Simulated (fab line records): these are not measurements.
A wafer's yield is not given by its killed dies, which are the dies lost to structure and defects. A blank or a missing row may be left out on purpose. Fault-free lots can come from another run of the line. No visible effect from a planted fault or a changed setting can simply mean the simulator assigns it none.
Comparing a struck lot with a sound one + flow nand-harc + 32 out of 1302 route steps
Sound: these wafers, L793.2, L793.4, L793.6. Struck: wafers L780.2, L780.5, L780.6. The cause comes at the end.
Order at every step that has rows: each side's tool, ch and its chambers, its first start. Under that, the readings that differ: sound wafers + struck wafers + difference of the means + sigmas: that difference in standard deviations of wafers without a fault.
alike: same words and numbers on both sides, and readings whose means sit less than 2 such deviations apart. not compared: any withheld reading, any reading some wafer has no value for, any bound like >300 that may hide the same value, and any number with overlapping values for which the record gives no deviation.
The two part at a step that has a row with sigmas, a row that says differs or no value, or rows on one side only. When numbers do not overlap yet have no deviation, they are printed without sigmas and do not part them. Lack of a reading on every wafer of one side parts them only where that side has two or more wafers.

first, 5 steps without rows for these wafers: NHARC_A_ONON_D1_DEP_22 (target thk 1000 nm); NHARC_A_ONON_D1_DEP_25 (target thk 1000 nm); NHARC_A_ONON_D1_DEP_28 (target thk 1000 nm); NHARC_A_ONON_D1_DEP_33 (deposits SiO2, target thk 200 nm); NHARC_A_CHANNEL_HOLE_D1_DEP_00 (deposits aC, target thk 3100 nm).
NHARC_A_CHANNEL_HOLE_D1_DEP_01: deposits SiON, target thk 140 nm.
  sound on pecvd-04 ch 0,1,2, day 17 20:29; struck on pecvd-03 ch 0,1,2, day 12 07:51
  alike: heater-power-w
then, 25 steps without rows for these wafers: NHARC_A_CHANNEL_HOLE_D1_DEHYDRATE_02 (time 120 s); NHARC_A_CHANNEL_HOLE_D1_HMDS_03 (time 30 s); NHARC_A_CHANNEL_HOLE_D1_COAT_36 (time 75 s); NHARC_A_CHANNEL_HOLE_D1_COAT_37 (time 65 s); NHARC_A_CHANNEL_HOLE_D1_COAT_04 (resist thk 90 nm); NHARC_A_CHANNEL_HOLE_D1_SOFTBAKE_05 (time 55 s); NHARC_A_CHANNEL_HOLE_D1_EBR_06; NHARC_A_CHANNEL_HOLE_D1_EXPOSE_07 (exposes mask HOLE D1, target cd 100 nm); NHARC_A_CHANNEL_HOLE_D1_PEB_08 (peb time 65 s); NHARC_A_CHANNEL_HOLE_D1_DEVELOP_09 (develop time 35 s); NHARC_A_CHANNEL_HOLE_D1_DESCUM_15 (chemistry O2, time 3 s); NHARC_A_CHANNEL_HOLE_D1_ETCH_38 (etches the open film in CF4, target depth 39 nm, time 65 s); NHARC_A_CHANNEL_HOLE_D1_ETCH_39 (etches the open film in N2/H2, target depth 260 nm, time 325 s); NHARC_A_CHANNEL_HOLE_D1_ETCH_34 (etches the open film in CF4/CHF3, target depth 154 nm, time 77 s); NHARC_A_CHANNEL_HOLE_D1_ETCH_16 (etches the open film in O2/COS, target depth 3100 nm, time 806 s); NHARC_A_CHANNEL_HOLE_D1_ETCH_19 (etches the open film in C4F8/O2/Ar, time 34.5 s); NHARC_A_CHANNEL_HOLE_D1_ETCH_20 (etches the open film in C4F8/O2/Ar, time 361.9 s, target depth 1600 nm); NHARC_A_CHANNEL_HOLE_D1_ETCH_21 (etches the open film in C4F8/O2/Ar, time 514.3 s, target depth 1600 nm); NHARC_A_CHANNEL_HOLE_D1_ETCH_22 (etches the open film in C4F8/O2/Ar, time 666.7 s, target depth 1600 nm); NHARC_A_CHANNEL_HOLE_D1_ETCH_23 (etches the open film in C4F8/O2/Ar, time 819 s, target depth 1600 nm); NHARC_A_CHANNEL_HOLE_D1_ETCH_24 (etches the open film in C4F8/O2/Ar, time 906.2 s, target depth 1500 nm); NHARC_A_CHANNEL_HOLE_D1_ETCH_25 (etches the open film in C4F8/O2/Ar, time 1040.2 s, target depth 1500 nm); NHARC_A_CHANNEL_HOLE_D1_ETCH_26 (etches the open film in C4F8/O2/Ar, time 224.1 s, target depth 300 nm); NHARC_A_CHANNEL_HOLE_D1_ETCH_33 (etches the open film in C4F8/O2/Ar, time 90 s, target depth 400 nm); NHARC_A_CHANNEL_HOLE_D1_STRIP_41 (strips in N2/H2).
-- the record jumps here: 16 days lie between the struck wafers' starts before and after (it left off in module A_CHANNEL_HOLE_D1 and takes up again in module END, whose first step shown is number 1302 of the route) --
NHARC_END_SORT_01:
  at this point the record logs the struck wafers (prober-02 ch 0, day 28 00:38) and has no rows for the sound ones

== WHERE THEY PART ==
Within this record, at NHARC_END_SORT_01 only.

WHY: what had been put in by the simulator
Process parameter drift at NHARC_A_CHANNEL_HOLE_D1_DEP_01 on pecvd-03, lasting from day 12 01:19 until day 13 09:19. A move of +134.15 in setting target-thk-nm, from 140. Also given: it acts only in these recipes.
